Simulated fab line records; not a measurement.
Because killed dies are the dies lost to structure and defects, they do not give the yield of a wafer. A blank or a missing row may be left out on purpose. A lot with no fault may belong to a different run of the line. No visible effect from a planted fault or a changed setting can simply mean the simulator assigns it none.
fab line records    flow n5-finfet
[record] lots = 4  wafers = 12  last-day = 16
route steps=1938 shown BEOL_M1@767 BEOL_M4@1111
lots untouched by any fault: they come from a run of this same line in which no faults occurred
start-h: hours from the record's first day to the start of the lot's first wafer shown    wait-h: hours from the lot's prior step to this one    " unchanged from the row above    L1.1+2: a row that stands for several wafers    - value missing, or start not given    * or withheld: withheld    < > ~ a bound
route shown NAME@n: NAME is a module with steps in the file, n the number in the route of the first one    usual: the fault-free wafers' mean and standard deviation    same: alike in all rows    chamber/n: place in a boat    sites: each site's reading    _std_site: the values' standard deviation    _edge_site: inner sites' mean taken away from outer sites' mean    radius-mm: for every site, how far away it sits from the centre of the wafer    mask NAME#n: copy n    behind: the tool/chamber that last shaped the wafer    hold: why the lot went on hold/how many hours it stayed there/how the hold came to an end    device: the transistor (n, p or np) that didn't switch    end of line: the tests these same wafers got at the end of their route    a step without rows: its recipe alone    killed: not the wafer's yield, but the dies lost to structure and defects at the first sort    map: a wafer's dies, x killed, . not, _ none there
set.NAME: the run value of the setting; set.NAME@STEP: its run value at that earlier step    model.NAME: the simulator's own value behind a step, which no gauge read
certain route steps with their lots: each step a table, each wafer a row
services: a tool's chamber out of use, with start hour (start-h, from the record's first day; less than 0 if before it), hours out, and reason
[[steps]]
[step N5_BEOL_M1_DESCUM_16]
[recipe] chemistry = O2  time-s = 7  source-power-w = 50  bias-power-w = 20  pressure-mtorr = 20  rf-frequency-hz = 2.712e+07  temp-c = 40  resist = CAR-EUV  o2-flow-sccm = 225
[step N5_BEOL_M1_ETCH_74]
[recipe] chemistry = N2/H2  target = underlayer  target-depth-a = 65  mask-material = CAR-EUV  time-s = 5.2  ion-energy-ev = 200  pressure-mtorr = 30  source-w = 840  bias-w = 150  n2-flow-sccm = 200  h2-flow-sccm = 200  ends = cleared
[step N5_BEOL_M1_ETCH_63]
[recipe] chemistry = CF4  target = SiARC  target-depth-a = 156  mask-material = CAR-EUV  time-s = 26  ion-energy-ev = 80  pressure-mtorr = 40  source-w = 545  bias-w = 36  Ar_flow_sccm = 100  cf4-flow-sccm = 100  ends = cleared
[step N5_BEOL_M1_ETCH_64]
[recipe] chemistry = N2/H2  target = SOC  target-depth-a = 750  overetch-a = 150  mask-material = SiARC  temp-c = 40  time-s = 112.5  ion-energy-ev = 200  pressure-mtorr = 30  source-w = 840  bias-w = 150  n2-flow-sccm = 200  h2-flow-sccm = 200
[step N5_BEOL_M1_STRIP_65]
[recipe] chemistry = N2/H2  temp-c = 40  n2-flow-sccm = 200  h2-flow-sccm = 200  rf-frequency-hz = 6e+07
[step N5_BEOL_M1_STRIP_75]
[recipe] chemistry = N2/H2  temp-c = 40  n2-flow-sccm = 200  h2-flow-sccm = 200  rf-frequency-hz = 6e+07
[step N5_BEOL_M1_STRIP_66]
[recipe] chemistry = CF4  resist = SiARC  power-w = 300  bias-power-w = 75  pressure-mtorr = 50  cf4-flow-sccm = 150  rf-frequency-hz = 6e+07
[step N5_BEOL_M1_HM_OPEN_17]
[recipe] chemistry = Cl2/BCl3  target-depth-a = 200  overetch-a = 60  target = TiN  mask-material = SOC  ion-energy-ev = 150  pressure-mtorr = 10  icp-w = 1000  bias-w = 126  Cl2_flow_sccm = 53.25  bcl3-flow-sccm = 21.75  Ar_flow_sccm = 25
[step N5_BEOL_M1_STRIP_19]
[recipe] chemistry = O2  power-w = 400  temp-c = 40  pressure-mtorr = 30  rf-frequency-hz = 6e+07  bias-power-w = 0  overash-fraction = 0.2  o2-flow-sccm = 225
[step N5_BEOL_M1_COAT_67]
[recipe] resist = SOC  temp-c = 250  time-s = 60  spin-rpm = 1500  resist-thk-nm = 60
[usual] heater-power-total-W = 500.3/1.8  spin-speed-rpm = 1500.2/1.1
lot.wafer  tool            chamber  start-h  wait-h  heater-power-total-W  spin-speed-rpm  model.SOC_of_BEOL_M1_COAT_67.thk-nm
L306.1     litho-track-03  0        130.49   0.0     500.8                 1500.6          60
L306.4     "               0        "        "       498.7                 1499.6          60
L306.6     "               0        "        "       499.1                 1500.4          60
L318.1     litho-track-03  0        211.25   0.0     501.4                 1537.1          59.4
L318.4     "               0        "        "       499.7                 1538.4          59.2
L318.6     "               0        "        "       503.0                 1539.2          59.2
L321.2     litho-track-01  0        219.93   0.0     501.7                 1501.4          60.2
L321.4     "               0        "        "       497.4                 1501.5          60
L321.5     "               0        "        "       501.3                 1502.2          60
L323.2     litho-track-03  0        238.98   0.0     497.5                 1537.6          59.2
L323.4     "               0        "        "       497.7                 1535.8          59.4
L323.5     "               0        "        "       498.8                 1538.4          59.4
[step N5_BEOL_M1_COAT_68]
[recipe] resist = SiARC  temp-c = 220  time-s = 60  spin-rpm = 1500  resist-thk-nm = 12
[step N5_BEOL_M1_COAT_76]
[recipe] resist = underlayer  temp-c = 205  time-s = 60  spin-rpm = 1500  resist-thk-nm = 5
[step N5_BEOL_M1_COAT_22]
[recipe] resist = CAR-EUV  spin-rpm = 1500  resist-thk-nm = 30
[step N5_BEOL_M1_EBR_24]
[recipe] solvent = PGMEA  ebr-width-mm = 1.5
[step N5_BEOL_M1_SOFTBAKE_23]
[recipe] temp-c = 110  time-s = 60  resist = CAR-EUV
[step N5_BEOL_M1_EXPOSE_25]
[recipe] mask-id = V0  na = 0.33  source-shape = quasar  sigma-inner = 0.2  sigma-outer = 0.8  polarization = unpolarized  defocus-nm = 5  target-cd-nm = 24  dose-mj = 63
[step N5_BEOL_M1_PEB_26]
[recipe] peb-temp-c = 100  peb-time-s = 60  resist = CAR-EUV
[step N5_BEOL_M1_DEVELOP_27]
[recipe] develop-time-s = 30  developer = TMAH  resist = CAR-EUV  rinse-liquid = surfactant-rinse  dry = air-spin  dev-temp-c = 23
[step N5_BEOL_M1_DESCUM_33]
[recipe] chemistry = O2  time-s = 7  source-power-w = 50  bias-power-w = 20  pressure-mtorr = 20  rf-frequency-hz = 2.712e+07  temp-c = 40  resist = CAR-EUV  o2-flow-sccm = 225
[step N5_BEOL_M1_ETCH_77]
[recipe] chemistry = N2/H2  target = underlayer  target-depth-a = 65  mask-material = CAR-EUV  time-s = 5.2  ion-energy-ev = 200  pressure-mtorr = 30  source-w = 840  bias-w = 150  n2-flow-sccm = 200  h2-flow-sccm = 200  ends = cleared
[step N5_BEOL_M1_ETCH_69]
[recipe] chemistry = CF4  target = SiARC  target-depth-a = 156  mask-material = CAR-EUV  time-s = 26  ion-energy-ev = 80  pressure-mtorr = 40  source-w = 545  bias-w = 36  Ar_flow_sccm = 100  cf4-flow-sccm = 100  ends = cleared
[step N5_BEOL_M1_ALD_98]
[recipe] material = SiO2  target-thk-a = 25  temp-c = 100  ald-precursor-family = BDEAS  ald-co-reactant = O2-plasma  pulse-time-s = 1  co-reactant-pulse-time-s = 1  purge-time-s = 2  co-reactant-purge-time-s = 2  ald-cycles = 17  pressure-torr = 2
[step N5_BEOL_M1_ETCHBACK_99]
[recipe] chemistry = CHF3  target = SiO2  target-depth-a = 50  time-s = 10.4  source-w = 215  bias-w = 47  Ar_flow_sccm = 200  CHF3_flow_sccm = 12  ion-energy-ev = 100  pressure-mtorr = 30
[step N5_BEOL_M1_ETCH_70]
[recipe] chemistry = N2/H2  target = SOC  target-depth-a = 800  overetch-a = 160  mask-material = SiARC  temp-c = 40  time-s = 120  ion-energy-ev = 200  pressure-mtorr = 30  source-w = 840  bias-w = 150  n2-flow-sccm = 200  h2-flow-sccm = 200
[usual] bias-w = 150.0/0.46  drypump-motor-current-A = 5.5/0.38  oes-product-au = 0.60/0.058  rf-vpp-V = 524.2/1.8  showerhead-plenum-p-Torr = 2.55/0.06  throttle-valve-pct = 17.78/0.25
lot.wafer  tool         chamber  start-h  wait-h  bias-w  drypump-motor-current-A  oes-product-au  rf-hours-counter-h  rf-vpp-V  showerhead-plenum-p-Torr  throttle-valve-pct  model.etch.depth-nm
L306.1     rie-diel-06  1        131.47   0.0     150.0   5.7                      0.53            245                 519.9     2.39                      18.00               60.07
L306.4     "            2        "        "       149.8   5.8                      0.60            -                   524.8     2.57                      17.82               59.96
L306.6     "            1        "        "       150.0   5.7                      0.52            -                   520.3     2.39                      18.02               59.97
L318.1     rie-diel-03  3        217.30   0.0     150.4   5.4                      0.57            157                 524.3     2.54                      18.12               59.34
L318.4     "            1        "        "       151.0   5.1                      0.61            95                  524.8     2.56                      17.61               59.13
L318.6     "            1        "        "       149.9   5.1                      0.61            -                   524.0     2.56                      17.62               59.12
L321.2     rie-diel-03  1        232.99   0.0     150.0   5.1                      0.62            98                  525.1     2.56                      17.63               60.13
L321.4     "            0        "        "       150.3   6.2                      0.68            23                  524.5     2.49                      17.51               60.05
L321.5     "            2        "        "       150.9   5.7                      0.53            -                   527.1     2.61                      17.55               60
L323.2     rie-diel-06  3        241.56   0.0     149.7   5.1                      0.72            13                  522.9     2.48                      17.63               59.22
L323.4     "            0        "        "       150.9   5.4                      0.54            220                 521.9     2.51                      18.09               59.4
L323.5     "            1        "        "       150.2   5.7                      0.69            -                   527.8     2.70                      17.63               59.38
[step N5_BEOL_M1_STRIP_71]
[recipe] chemistry = N2/H2  temp-c = 40  n2-flow-sccm = 200  h2-flow-sccm = 200  rf-frequency-hz = 6e+07
[step N5_BEOL_M1_STRIP_78]
[recipe] chemistry = N2/H2  temp-c = 40  n2-flow-sccm = 200  h2-flow-sccm = 200  rf-frequency-hz = 6e+07
[step N5_BEOL_M1_VIA_ETCH_34]
[recipe] chemistry = C4F6/O2  target-depth-a = 678  mask-material = SOC  pressure-mtorr = 15  ion-energy-ev = 250  taper-deg = 4  time-s = 64.4  source-w = 350  bias-w = 170  Ar_flow_sccm = 300  C4F6_flow_sccm = 10  O2_flow_sccm = 10
[usual] bias-w = 170.0/0.54  drypump-motor-current-A = 5.5/0.38  oes-product-au = 0.79/0.082  rf-vpp-V = 665/6.3  showerhead-plenum-p-Torr = 2.86/0.066  throttle-valve-pct = 30.77/0.23
lot.wafer  tool         chamber  start-h  wait-h  bias-w  drypump-motor-current-A  oes-product-au  rf-hours-counter-h  rf-vpp-V  showerhead-plenum-p-Torr  throttle-valve-pct  model.SOC_of_BEOL_M1_COAT_67.thk-nm
L306.1     rie-diel-06  1        131.57   0.0     169.4   5.7                      0.68            245                 659       2.69                      30.88               52.2
L306.4     "            2        "        "       170.4   5.9                      0.80            -                   666       2.88                      30.75               51.8
L306.6     "            1        "        "       169.8   5.7                      0.67            -                   659       2.69                      30.86               52.2
L318.1     rie-diel-03  3        217.40   0.0     169.9   5.5                      0.75            157                 659       2.84                      31.04               51.6
L318.4     "            1        "        "       170.0   5.1                      0.80            95                  669       2.87                      30.65               51.4
L318.6     "            1        "        "       170.0   5.1                      0.80            -                   669       2.87                      30.64               51.4
L321.2     rie-diel-03  1        233.09   0.0     169.9   5.1                      0.81            98                  670       2.87                      30.64               52.2
L321.4     "            0        "        "       170.7   6.2                      0.89            23                  660       2.79                      30.58               52
L321.5     "            2        "        "       170.6   5.8                      0.69            -                   668       2.93                      30.46               52.2
L323.2     rie-diel-06  3        241.66   0.0     169.6   5.2                      0.96            13                  661       2.78                      30.75               51.2
L323.4     "            0        "        "       170.1   5.4                      0.71            220                 658       2.82                      31.03               51.4
L323.5     "            1        "        "       169.2   5.7                      0.92            -                   669       3.02                      30.74               51.4
[step N5_BEOL_M1_STRIP_83]
[recipe] chemistry = C4F6/O2  resist = SiARC  rf-frequency-hz = 6e+07
[step N5_BEOL_M4_RC_MEAS_101]
[usual] DIBL_N = 36.2/1.2  DIBL_P = 36.3/1.3  IOFF_N = 0.155/0.019  IOFF_P = 0.210/0.029  ION_N = 677/8.6  ION_P = 465/6.8  SS_N = 71.4/0.48  SS_P = 73.2/0.53  VT_N = 249.9/2.4  VT_P = -250/3.2
lot.wafer  tool       chamber  start-h  wait-h  DIBL_N[mV/V]  DIBL_P[mV/V]  IOFF_N[nA/um]  IOFF_P[nA/um]  ION_N[uA/um]  ION_P[uA/um]  SS_N[mV/dec]  SS_P[mV/dec]  VT_N[mV]  VT_P[mV]
L306.1     prober-02  0        164.41   0.0     37.0          38.1          0.186          0.255          703           479           71.3          74.4          242.8     -246
L306.4     "          0        "        "       36.0          36.2          0.160          0.230          678           470           71.3          73.4          245.2     -247
L306.6     "          0        "        "       34.6          34.7          0.137          0.204          680           469           70.7          73.1          250.8     -249
L318.1     prober-02  0        273.84   0.0     35.1          36.7          0.160          0.221          682           470           71.5          73.3          252.5     -247
L318.4     "          0        "        "       37.0          39.0          0.188          0.257          686           467           71.8          73.4          249.3     -247
L318.6     "          0        "        "       35.7          37.1          0.155          0.215          681           468           71.5          73.6          251.6     -249
L323.2     prober-02  0        285.07   0.2     35.9          36.4          0.171          0.222          679           466           71.4          73.7          246.4     -249
L323.4     "          0        "        "       34.9          35.4          0.147          0.206          673           465           71.1          73.6          248.3     -249
L323.5     "          0        "        "       34.3          34.5          0.136          0.191          675           464           71.1          72.9          251.9     -250
L321.2     prober-02  0        292.54   0.2     37.0          35.3          0.142          0.169          678           458           71.0          72.6          250.7     -254
L321.4     "          0        "        "       38.0          37.1          0.164          0.183          688           459           71.3          72.7          249.7     -256
L321.5     "          0        "        "       37.4          36.3          0.152          0.182          667           454           71.6          73.9          251.5     -255
[[services]]
tool         chamber  start-h  hours  kind
rie-diel-03  0        109.73   -      clean
rie-diel-03  0        109.73   -      consumable-replace:focus-ring
rie-diel-03  0        109.73   26.8   scheduled-down
rie-diel-03  0        109.73   26.8   vent-cycle
rie-diel-06  1        144.27   14.9   repair
rie-diel-03  3        152.15   13.5   repair
rie-diel-03  -        157.17   10.0   pm
rie-diel-06  1        161.77   -      clean
rie-diel-06  1        161.77   -      consumable-replace:focus-ring
rie-diel-06  1        161.77   -      consumable-replace:showerhead
rie-diel-06  1        161.77   18.3   scheduled-down
rie-diel-06  1        161.77   18.3   vent-cycle
rie-diel-06  3        180.34   -      clean
rie-diel-06  3        180.34   -      consumable-replace:focus-ring
rie-diel-06  3        180.34   15.5   scheduled-down
rie-diel-06  3        180.34   15.5   vent-cycle
rie-diel-03  0        209.33   4.7    repair
rie-diel-06  0        235.18   4.9    repair
[[key]]
[first-sign] step = N5_BEOL_M1_COAT_67  reading = spin-speed-rpm  direction = up  sigmas = 35  usual = *  struck = *
effect none on later readings
[model-effect] step = N5_BEOL_M1_COAT_67  value = SOC_of_BEOL_M1_COAT_67.thk-nm  without = 60  struck = 59.3
[model-effect] step = N5_BEOL_M1_ETCH_70  value = etch.depth-nm  without = 60.01  struck = 59.27
[model-effect] step = N5_BEOL_M1_VIA_ETCH_34  value = SOC_of_BEOL_M1_COAT_67.thk-nm  without = 52.07  struck = 51.4
met-at N5_BEOL_M1_COAT_67
struck-wafers L318.1,L318.4,L318.6,L323.2,L323.4,L323.5
onset-between 130.49 211.25
[fault] kind = process-parameter-drift  tool = litho-track-03  chamber = -  onset-h = 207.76  steps = N5_BEOL_M1_COAT_67  channel = spin-rpm  offset = *  shape = step  end-h = 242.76  acts-in = *  stated = *
